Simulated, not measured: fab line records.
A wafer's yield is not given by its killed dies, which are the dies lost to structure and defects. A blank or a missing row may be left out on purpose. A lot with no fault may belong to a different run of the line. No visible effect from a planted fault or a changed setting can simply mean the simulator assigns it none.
Matching of chambers + flow n5_finfet + rie_diel-01 running N5_BEOL_M6_ETCH_65: 4 sister chambers
The step etches SiARC in CF4, target depth 15.6 nm, time 26 s. 4 wafers are shown with their chamber, then 7 later ones without.

WAFERS PAIRED WITH THEIR CHAMBERS
| wafer  | chamber | drypump_motor_current_A (A) |
|--------|---------|-----------------------------|
| L082.3 | 2       | 5.1                         |
| L082.6 | 0       | 6.3                         |
| L091.2 | 3       | 5.8                         |
| L091.3 | 1       | 5.2                         |

WAFERS WITH NO CHAMBER GIVEN
| wafer  | drypump_motor_current_A (A) |
|--------|-----------------------------|
| L091.6 | 5.1                         |
| L092.3 | 5.2                         |
| L092.5 | 6.3                         |
| L092.6 | 5.1                         |
| L095.2 | 5.1                         |
| L095.4 | 5.7                         |
| L095.6 | 6.3                         |

WHICH CHAMBER EACH ONE RAN IN
| wafer  | from the rows above | in truth                   |
|--------|---------------------|----------------------------|
| L091.6 | 2                   | 2                          |
| L092.3 | 1                   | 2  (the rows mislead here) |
| L092.5 | 0                   | 0                          |
| L092.6 | 2                   | 2                          |
| L095.2 | 2                   | 2                          |
| L095.4 | 3                   | 3                          |
| L095.6 | 0                   | 0                          |
Correct placement for 6 of the 7. From these rows, 0 cannot be placed. Number placed wrongly: 1.
How it was worked out, from the rows above alone: a wafer's distance from a chamber is the root of the sum, over the readings, of the square of ((its reading less the chamber's mean) divided by the reading's scatter). The wafer belongs to the nearest chamber; if the next one is less than 2 further off, it can't be placed. Each chamber's mean is taken over the wafers shown for it. The scatter: with one shown wafer a chamber, the root of the mean of the squares of how far each hidden wafer lies from its nearest shown one.
